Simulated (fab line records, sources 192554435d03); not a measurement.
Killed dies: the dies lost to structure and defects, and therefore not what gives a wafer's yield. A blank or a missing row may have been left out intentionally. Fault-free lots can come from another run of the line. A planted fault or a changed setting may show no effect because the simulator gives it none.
fab line records	flow n5_finfet	part 1 of 2: steps 1 to 4 of 6
record lots=22	wafers=66	last_day=17
route steps=1938 shown SDB@363 HKMG_FIN@412
lots untouched by any fault: they come from a run of this same line in which no faults occurred
start_h: the number of hours between the record's first day and the start of the first shown wafer of the lot	wait_h: hours from the lot's prior step to this one	" identical to the entry in the row above	L1.1+2: a single row standing in for several wafers	- no value, or no start given	* or withheld: withheld	< > ~ a bound
route shown NAME@n: a module of which the file shows steps, and the number in the route of the first	usual: mean and standard deviation over wafers with no fault	same: alike in all rows	chamber/n: place in a boat	sites: readings site by site	_std_site: standard deviation across them	_edge_site: outer sites' mean less inner sites'	radius_mm: how far each site lies from the wafer's centre	mask NAME#n: copy n	behind: the tool/chamber that last shaped the wafer	hold: the reason the lot was held/the length of the hold in hours/how it ended	device: whichever transistor did not switch (one of n, p or np)	end of line: at the end of the route, the tests of the same wafers	for a step that has no rows: nothing shown but its recipe	killed: count of dies lost to structure and defects at first sort (not the wafer's yield)	map: the dies of a wafer, with x for killed, . for not killed, _ for no die there
set.NAME: setting as actually run; set.NAME@STEP: the setting as run at that earlier step	model.NAME: the simulator's own value behind a step, which no gauge read
one table for each step of the route and one row for each wafer, over a sample of lots
services: the hour from which a tool's chamber was out of use, counted from the record's first day as start_h (under 0 if before that day), plus the number of hours and why
## steps
# step N5_SDB_STRIP_21
# recipe chemistry=CF4	resist=SiARC	power_w=300	bias_power_w=75	pressure_mtorr=50	cf4_flow_sccm=150	rf_frequency_hz=6e+07
# usual bias_power_w=75.03/0.22	drypump_motor_current_A=6.0/0.4	oes_product_au=0.78/0.085	rf_vpp_V=271.6/1.4	showerhead_plenum_p_Torr=1.81/0.053	throttle_valve_pct=13.55/0.18
lot.wafer	tool	chamber	start_h	wait_h	bias_power_w	drypump_motor_current_A	oes_product_au	rf_hours_counter_h	rf_vpp_V	showerhead_plenum_p_Torr	throttle_valve_pct
L074.2	rie_diel-03	2	67.05	0.0	75.19	5.8	0.69	234	272.7	1.83	13.95
L074.4	"	3	"	"	75.17	5.9	0.76	144	271.6	1.77	13.60
L074.6	"	2	"	"	75.12	5.8	0.69	-	271.4	1.84	13.93
L075.2	rie_diel-04	0	70.27	0.0	75.19	6.0	0.74	155	268.9	1.73	13.42
L075.5	"	2	"	"	74.89	5.5	0.87	-	268.6	1.74	13.17
L075.6	"	1	"	"	75.20	6.6	0.76	-	273.8	1.86	13.64
L076.3	rie_diel-04	2	77.31	0.0	75.49	5.5	0.86	25	269.1	1.74	13.20
L076.4	"	0	"	"	75.35	6.0	0.75	158	268.0	1.73	13.44
L076.5	"	3	"	"	74.97	6.3	0.72	-	270.9	1.85	13.46
L077.1	rie_diel-06	1	83.73	0.0	74.83	6.6	0.67	230	273.6	1.85	13.76
L077.2	"	3	"	"	75.45	5.5	0.76	153	270.9	1.79	13.58
L077.5	"	2	"	"	75.11	5.9	0.72	-	271.3	1.77	13.75
L078.1	rie_diel-04	3	88.64	0.0	75.30	6.3	0.72	192	273.0	1.85	13.47
L078.4	"	2	"	"	74.93	5.5	0.86	28	270.5	1.74	13.16
L078.6	"	2	"	"	74.96	5.5	0.86	-	268.3	1.74	13.19
L080.2	rie_diel-03	2	100.32	0.0	74.96	5.8	0.68	248	271.5	1.83	13.96
L080.4	"	3	"	"	75.17	5.8	0.74	159	271.8	1.77	13.64
L080.5	"	1	"	"	74.89	5.5	0.74	-	272.6	1.89	13.48
L081.4	rie_diel-06	0	107.28	0.0	75.09	6.0	0.94	-	272.7	1.89	13.40
L081.5	"	2	"	"	75.16	5.9	0.72	-	270.6	1.77	13.77
L081.6	"	3	"	"	74.88	5.5	0.75	-	271.6	1.79	13.60
L082.3	rie_diel-04	0	118.01	0.0	75.25	6.0	0.73	171	269.8	1.73	13.46
L082.5	"	3	"	"	74.78	6.4	0.72	-	271.3	1.85	13.48
L082.6	"	0	"	"	74.89	6.0	0.74	-	268.9	1.73	13.46
L083.3	rie_diel-04	0	123.80	0.0	75.15	6.0	0.73	174	270.0	1.73	13.46
L083.4	"	2	"	"	75.25	5.5	0.84	39	268.9	1.73	13.22
L083.6	"	1	"	"	74.74	6.6	0.74	-	272.9	1.85	13.66
L084.1	rie_diel-06	2	131.04	0.0	74.84	5.9	0.70	226	270.2	1.77	13.78
L084.3	"	3	"	"	75.01	5.5	0.75	172	270.8	1.79	13.63
L084.4	"	1	"	"	75.00	6.6	0.66	245	272.0	1.85	13.79
L085.2	rie_diel-04	3	135.45	0.0	74.97	6.3	0.71	206	272.9	1.84	13.51
L085.3	"	1	"	"	75.05	6.6	0.74	184	272.2	1.85	13.68
L085.6	"	0	"	"	75.11	6.0	0.74	-	271.2	1.73	13.46
L087.2	rie_diel-03	3	146.60	0.0	74.99	5.8	0.73	179	273.2	1.76	13.69
L087.4	"	1	"	"	75.27	5.5	0.71	-	273.5	1.88	13.55
L087.6	"	3	"	"	74.88	5.9	0.73	-	270.4	1.76	13.67
L088.2	rie_diel-03	3	151.24	0.0	75.10	5.8	0.72	180	272.0	1.76	13.69
L088.4	"	0	"	"	74.99	6.5	0.90	22	272.7	1.82	13.59
L088.6	"	1	"	"	75.19	5.5	0.72	-	273.2	1.88	13.55
L089.1	rie_diel-03	3	157.73	0.0	75.03	5.9	0.72	183	271.1	1.76	13.70
L089.4	"	0	"	"	75.43	6.5	0.89	24	270.8	1.82	13.58
L089.6	"	2	"	"	74.85	5.8	0.95	-	274.3	1.83	13.41
L090.2	rie_diel-03	3	162.15	0.0	74.98	5.9	0.72	184	271.4	1.76	13.70
L090.4	"	2	"	"	74.88	5.8	0.94	5	271.3	1.83	13.42
L090.6	"	1	"	"	75.06	5.6	0.70	-	272.3	1.88	13.56
L091.3	rie_diel-03	0	167.91	0.0	74.68	6.5	0.88	28	273.1	1.82	13.60
L091.4	"	2	"	"	74.76	5.8	0.94	7	271.9	1.83	13.44
L091.6	"	3	"	"	75.00	5.8	0.72	-	272.0	1.76	13.71
L092.1	rie_diel-06	3	174.20	0.0	74.92	5.5	0.74	186	269.4	1.78	13.65
L092.3	"	1	"	"	74.97	6.6	0.97	5	271.4	1.85	13.25
L092.4	"	0	"	"	74.92	6.1	0.87	28	272.7	1.88	13.48
L093.4	rie_diel-04	1	180.10	0.0	75.04	6.6	0.72	199	271.8	1.85	13.72
L093.5	"	3	"	"	75.09	6.3	0.70	-	272.4	1.84	13.53
L093.6	"	2	"	"	75.24	5.5	0.81	-	270.7	1.73	13.26
L094.1	rie_diel-03	2	185.95	0.0	75.06	5.8	0.92	14	273.0	1.83	13.45
L094.4	"	0	"	"	74.79	6.5	0.87	35	270.7	1.82	13.60
L094.6	"	2	"	"	74.75	5.8	0.91	-	270.6	1.82	13.44
L095.2	rie_diel-04	3	193.25	0.0	75.03	6.3	0.70	227	272.5	1.84	13.56
L095.5	"	2	"	"	75.11	5.5	0.81	-	270.1	1.73	13.26
L095.6	"	1	"	"	75.28	6.6	0.73	-	273.3	1.85	13.73
L096.2	rie_diel-06	3	198.91	0.0	75.44	5.5	0.73	195	269.2	1.78	13.66
L096.4	"	3	"	"	74.99	5.5	0.73	-	270.3	1.78	13.68
L096.5	"	0	"	"	75.15	6.0	0.86	-	274.9	1.88	13.50
L097.2	rie_diel-06	3	203.96	0.0	75.18	5.5	0.73	197	270.5	1.78	13.68
L097.5	"	3	"	"	74.90	5.5	0.73	-	270.3	1.78	13.67
L097.6	"	0	"	"	75.02	6.0	0.85	-	273.5	1.88	13.48
# step N5_SDB_STRIP_22
# recipe chemistry=N2/H2	power_w=1000	temp_c=250	h2_frac=0.65	overash_fraction=0.3	pressure_mtorr=withheld	n2_flow_sccm=1750	h2_flow_sccm=3250
# usual drypump_motor_current_A=5.50/0.19	heater_power_w=307/17	oes_product_au=0.715/0.0044	strip_time_to_endpoint_s=96.4/0.31
lot.wafer	tool	chamber	start_h	wait_h	drypump_motor_current_A	heater_power_w	oes_product_au	rf_hours_counter_h	strip_time_to_endpoint_s
L074.2	plasma_asher-01	0	67.15	0.1	5.67	282	0.714	34	96.6
L074.4	"	1	"	"	5.51	309	0.717	-	96.7
L074.6	"	1	"	"	5.49	310	0.714	-	96.8
L075.2	plasma_asher-02	0	70.39	0.1	5.16	325	0.715	87	96.5
L075.5	"	1	"	"	5.65	329	0.715	-	96.1
L075.6	"	0	"	"	5.15	332	0.720	-	96.8
L076.3	plasma_asher-02	1	77.45	0.1	5.64	316	0.717	-	96.3
L076.4	"	0	"	"	5.17	336	0.716	-	96.6
L076.5	"	0	"	"	5.18	321	0.707	-	96.0
L077.1	plasma_asher-01	0	83.83	0.1	5.63	287	0.716	39	96.3
L077.2	"	1	"	"	5.49	307	0.712	39	96.5
L077.5	"	0	"	"	5.65	292	0.709	-	96.0
L078.1	plasma_asher-02	1	88.74	0.1	5.65	314	0.716	90	96.1
L078.4	"	0	"	"	5.17	329	0.718	-	96.4
L078.6	"	0	"	"	5.15	329	0.716	-	96.3
L080.2	plasma_asher-01	0	100.42	0.1	5.65	288	0.719	41	96.3
L080.4	"	0	"	"	5.66	288	0.710	-	96.3
L080.5	"	0	"	"	5.65	285	0.716	-	97.0
L081.4	plasma_asher-02	0	107.41	0.1	5.15	327	0.714	-	96.0
L081.5	"	0	"	"	5.18	316	0.719	-	96.4
L081.6	"	1	"	"	5.59	324	0.715	-	95.8
L082.3	plasma_asher-01	0	118.15	0.1	5.65	277	0.713	-	96.7
L082.5	"	0	"	"	5.62	282	0.711	-	96.5
L082.6	"	1	"	"	5.51	311	0.717	-	96.7
L083.3	plasma_asher-01	0	123.94	0.1	5.63	289	0.713	-	97.0
L083.4	"	1	"	"	5.48	315	0.718	-	96.5
L083.6	"	1	"	"	5.49	306	0.709	-	96.6
L084.1	plasma_asher-02	0	131.14	0.1	5.13	332	0.722	97	96.5
L084.3	"	0	"	"	5.12	323	0.716	-	96.1
L084.4	"	1	"	"	5.65	314	0.711	-	96.6
L085.2	plasma_asher-02	0	135.55	0.1	5.14	317	0.714	98	96.2
L085.3	"	1	"	"	5.63	323	0.721	-	96.5
L085.6	"	1	"	"	5.65	321	0.712	-	96.6
L087.2	plasma_asher-01	0	146.70	0.1	5.61	282	0.711	51	96.0
L087.4	"	1	"	"	5.49	301	0.715	-	96.2
L087.6	"	0	"	"	5.65	282	0.717	-	96.0
L088.2	plasma_asher-02	0	151.36	0.1	5.18	329	0.710	101	96.6
L088.4	"	1	"	"	5.64	321	0.719	-	96.3
L088.6	"	1	"	"	5.60	316	0.713	-	96.8
L089.1	plasma_asher-01	0	157.83	0.1	5.64	282	0.711	53	96.4
L089.4	"	0	"	"	5.63	280	0.730	-	96.1
L089.6	"	0	"	"	5.65	279	0.722	-	96.2
L090.2	plasma_asher-01	1	162.25	0.1	5.50	312	0.717	54	96.6
L090.4	"	0	"	"	5.65	286	0.716	-	96.3
L090.6	"	1	"	"	5.49	312	0.714	-	96.9
L091.3	plasma_asher-02	1	168.05	0.1	5.64	314	0.714	-	96.4
L091.4	"	0	"	"	5.17	314	0.715	-	96.5
L091.6	"	1	"	"	5.66	316	0.722	-	96.6
L092.1	plasma_asher-01	1	174.30	0.1	5.49	310	0.716	56	96.4
L092.3	"	0	"	"	5.65	282	0.719	-	96.7
L092.4	"	1	"	"	5.48	318	0.708	-	96.4
L093.4	plasma_asher-01	1	180.24	0.1	5.49	312	0.719	-	96.7
L093.5	"	1	"	"	5.50	310	0.716	-	96.5
L093.6	"	0	"	"	5.66	284	0.708	-	96.0
L094.1	plasma_asher-01	0	186.05	0.1	5.65	285	0.711	58	96.3
L094.4	"	0	"	"	5.66	282	0.709	-	96.1
L094.6	"	1	"	"	5.49	301	0.710	-	96.5
L095.2	plasma_asher-01	0	193.35	0.1	5.64	285	0.718	60	96.4
L095.5	"	0	"	"	5.63	274	0.720	-	96.4
L095.6	"	1	"	"	5.49	304	0.718	-	96.8
L096.2	plasma_asher-01	0	199.01	0.1	5.66	282	0.703	61	96.5
L096.4	"	1	"	"	5.50	299	0.715	-	96.6
L096.5	"	1	"	"	5.50	306	0.716	-	96.4
L097.2	plasma_asher-02	1	204.06	0.1	5.65	314	0.702	113	95.9
L097.5	"	1	"	"	5.62	324	0.709	-	96.2
L097.6	"	0	"	"	5.15	326	0.717	-	96.2
# step N5_SDB_CMP_30
# recipe stop_on=poly-Si	t_overpolish_s=1.54	post_cmp_clean=alkaline_brush	down_force_psi=4.1491	platen_rpm=51.796	pad_velocity_m_s=1.0306	target_thk_nm=30
# usual motor_current_A=12.2/0.6	overpolish_run_s=1.540/0.0088	slurry_filter_dp_kPa=13.50/0.15	time_to_endpoint_s=16.7/2.5
lot.wafer	tool	chamber	start_h	wait_h	motor_current_A	overpolish_run_s	slurry_filter_dp_kPa	time_to_endpoint_s
L074.2	cmp-03	1	70.47	1.5	12.4	1.549	13.42	16.1
L074.4	"	2	"	"	12.8	1.546	13.53	19.2
L074.6	"	3	"	"	12.2	1.534	13.71	17.9
L075.2	cmp-04	2	73.72	1.5	13.3	1.535	13.55	11.5
L075.6	"	3	"	"	12.8	1.533	13.58	19.0
L075.5	"	0	"	"	12.9	1.531	13.64	13.3
L076.3	cmp-01	2	80.63	1.4	11.9	1.551	13.43	21.7
L076.4	"	1	"	"	13.0	1.537	13.34	18.6
L076.5	"	3	"	"	11.6	1.543	13.76	17.2
L077.1	cmp-01	0	87.09	1.4	12.5	1.539	13.50	15.8
L077.2	"	2	"	"	12.7	1.540	13.58	17.8
L077.5	"	0	"	"	12.5	1.536	13.56	15.8
L078.1	cmp-01	2	92.39	1.4	12.7	1.550	13.20	17.7
L078.4	"	3	"	"	10.8	1.540	13.56	15.4
L078.6	"	2	"	"	12.2	1.547	13.38	18.7
L080.2	cmp-01	1	103.68	1.4	13.5	1.547	13.52	18.1
L080.4	"	2	"	"	12.4	1.547	13.62	20.9
L080.5	"	1	"	"	12.9	1.528	13.47	15.9
L081.4	cmp-04	2	110.59	1.4	13.0	1.542	13.56	14.9
L081.5	"	2	"	"	12.5	1.543	13.67	14.6
L081.6	"	3	"	"	12.7	1.530	13.37	21.0
L082.3	cmp-03	0	121.45	1.5	11.9	1.540	13.36	11.4
L082.6	"	1	"	"	11.8	1.522	13.55	14.0
L082.5	"	2	"	"	12.1	1.524	13.50	17.5
L083.3	cmp-04	2	127.16	1.4	12.2	1.540	13.40	14.6
L083.4	"	3	"	"	12.8	1.529	13.47	19.5
L083.6	"	1	"	"	12.3	1.559	13.24	14.5
L084.3	cmp-03	3	134.36	1.4	12.2	1.534	13.41	19.5
L084.4	"	1	"	"	12.5	1.547	13.27	17.1
L084.1	"	2	"	"	12.1	1.528	13.70	19.6
L085.2	cmp-03	0	138.83	1.4	11.8	1.550	13.32	17.1
L085.3	"	1	"	"	11.9	1.546	13.42	19.0
L085.6	"	1	"	"	12.2	1.536	13.47	19.0
L087.4	cmp-03	3	149.91	1.4	12.1	1.550	13.57	18.7
L087.2	"	0	"	"	11.7	1.539	13.68	17.0
L087.6	"	0	"	"	12.2	1.553	13.25	15.1
L088.2	cmp-03	3	154.58	1.4	12.2	1.542	13.58	19.3
L088.4	"	2	"	"	11.8	1.545	13.50	20.2
L088.6	"	0	"	"	12.0	1.528	13.59	16.4
L089.1	cmp-03	2	161.42	1.5	12.0	1.531	13.36	15.8
L089.4	"	3	"	"	12.2	1.542	13.80	18.2
L089.6	"	1	"	"	11.9	1.533	13.60	17.9
L090.2	cmp-03	0	165.55	1.4	11.8	1.528	13.38	13.1
L090.4	"	2	"	"	12.5	1.555	13.61	17.8
L090.6	"	0	"	"	12.1	1.558	13.52	14.7
L091.4	cmp-03	0	171.47	1.4	12.1	1.549	13.40	16.3
L091.3	"	3	"	"	12.6	1.539	13.75	18.5
L091.6	"	0	"	"	12.1	1.535	13.49	15.3
L092.4	cmp-01	2	177.52	1.4	12.6	1.530	13.42	20.1
L092.1	"	3	"	"	11.1	1.539	13.61	14.7
L092.3	"	1	"	"	12.9	1.535	13.58	18.0
L093.4	cmp-03	1	183.73	1.5	11.2	1.555	13.57	12.9
L093.6	"	2	"	"	12.1	1.532	13.54	18.6
L093.5	"	3	"	"	12.1	1.530	13.59	17.9
L094.1	cmp-04	3	189.67	1.4	13.2	1.535	13.51	16.9
L094.4	"	0	"	"	12.4	1.541	13.48	15.7
L094.6	"	0	"	"	13.6	1.553	13.68	15.8
L095.2	cmp-04	3	196.61	1.4	11.5	1.543	13.40	18.9
L095.6	"	2	"	"	12.2	1.534	13.36	14.9
L095.5	"	3	"	"	12.3	1.546	13.34	19.6
L096.2	cmp-03	0	202.27	1.4	11.9	1.535	13.21	12.4
L096.4	"	2	"	"	11.9	1.538	13.31	20.6
L096.5	"	0	"	"	11.8	1.542	13.31	15.1
L097.2	cmp-01	2	207.88	1.5	12.3	1.525	13.74	18.9
L097.5	"	3	"	"	11.1	1.545	13.56	15.5
L097.6	"	0	"	"	11.4	1.541	13.71	17.7
# step N5_HKMG_FIN_ALD_79
# recipe material=TiN	target_thk_a=15	temp_c=400	ald_precursor_family=TiCl4	ald_co_reactant=NH3	pulse_time_s=1	purge_time_s=3	co_reactant_purge_time_s=2	co_reactant_pulse_time_s=2	ald_cycles=68	pressure_torr=3
# usual chamber_pressure_Torr=2.999/0.0067	heater_power_w=868/81	precursor_pulse_height_rel=0.999/0.022
lot.wafer	tool	chamber	start_h	wait_h	chamber_pressure_Torr	heater_power_w	precursor_pulse_height_rel
L074.2	ald_metal-01	3	73.58	0.0	2.995	863	1.004
L074.4	"	1	"	"	3.002	933	1.011
L074.6	"	1	"	"	2.997	916	0.995
L075.2	ald_metal-03	3	76.94	0.0	2.991	980	0.995
L075.5	"	3	"	"	3.009	953	0.982
L075.6	"	2	"	"	2.998	765	0.976
L076.3	ald_metal-03	0	84.25	0.0	2.993	919	1.018
L076.4	"	2	"	"	2.999	767	0.961
L076.5	"	2	"	"	3.004	746	1.030
L077.1	ald_metal-03	2	90.26	0.0	3.008	758	0.991
L077.2	"	0	"	"	2.993	923	0.966
L077.5	"	1	"	"	2.996	793	0.993
L078.1	ald_metal-03	3	97.39	0.0	3.009	991	0.978
L078.4	"	0	"	"	2.997	934	1.015
L078.6	"	3	"	"	2.998	962	1.033
L080.2	ald_metal-04	2	107.34	0.0	3.001	942	0.982
L080.4	"	2	"	"	3.001	941	1.010
L080.5	"	0	"	"	3.015	792	1.022
L081.4	ald_metal-04	0	113.89	0.0	3.004	807	1.013
L081.5	"	3	"	"	3.005	758	0.993
L081.6	"	2	"	"	3.000	933	0.991
L082.3	ald_metal-01	3	124.65	0.0	3.000	883	1.027
L082.5	"	0	"	"	2.992	984	0.982
L082.6	"	1	"	"	2.998	971	1.010
L083.3	ald_metal-01	2	130.99	0.0	3.006	904	1.007
L083.4	"	1	"	"	3.003	921	1.009
L083.6	"	1	"	"	3.008	904	1.022
L084.1	ald_metal-04	0	137.69	0.0	3.001	789	0.965
L084.3	"	1	"	"	2.995	849	1.002
L084.4	"	3	"	"	2.995	761	1.027
L085.2	ald_metal-01	3	142.54	0.0	3.007	845	1.048
L085.3	"	1	"	"	3.002	943	1.002
L085.6	"	3	"	"	3.008	871	1.003
L087.2	ald_metal-01	2	153.27	0.0	2.996	904	1.001
L087.4	"	1	"	"	2.997	966	1.008
L087.6	"	3	"	"	2.999	854	0.996
L088.2	ald_metal-01	0	158.12	0.0	2.998	980	1.044
L088.4	"	2	"	"	2.997	899	0.951
L088.6	"	3	"	"	2.989	858	1.006
L089.1	ald_metal-03	1	164.62	0.0	3.003	793	1.016
L089.4	"	1	"	"	3.002	793	0.991
L089.6	"	2	"	"	3.004	746	0.992
L090.2	ald_metal-01	1	169.67	0.0	2.999	939	1.027
L090.4	"	3	"	"	2.987	867	1.017
L090.6	"	0	"	"	2.995	1006	0.997
L091.3	ald_metal-03	2	175.85	0.0	2.996	737	1.015
L091.4	"	1	"	"	3.001	765	1.001
L091.6	"	0	"	"	2.994	884	0.979
L092.1	ald_metal-04	2	180.85	0.0	2.992	972	0.991
L092.3	"	0	"	"	2.983	791	1.007
L092.4	"	1	"	"	2.988	859	0.993
L093.4	ald_metal-04	0	187.13	0.0	2.998	800	1.001
L093.5	"	1	"	"	2.998	850	0.987
L093.6	"	2	"	"	3.002	935	0.970
L094.1	ald_metal-03	1	193.20	0.0	3.012	804	1.010
L094.4	"	0	"	"	2.995	915	1.021
L094.6	"	2	"	"	2.987	745	1.025
L095.2	ald_metal-03	1	199.75	0.0	3.000	810	0.983
L095.5	"	2	"	"	3.010	752	0.996
L095.6	"	1	"	"	2.999	786	1.028
L096.2	ald_metal-03	2	205.58	0.0	3.003	748	1.019
L096.4	"	3	"	"	3.009	972	0.983
L096.5	"	2	"	"	3.010	763	0.995
L097.2	ald_metal-04	0	211.16	0.0	2.997	775	1.011
L097.5	"	2	"	"	3.003	945	1.045
L097.6	"	3	"	"	2.999	751	0.998
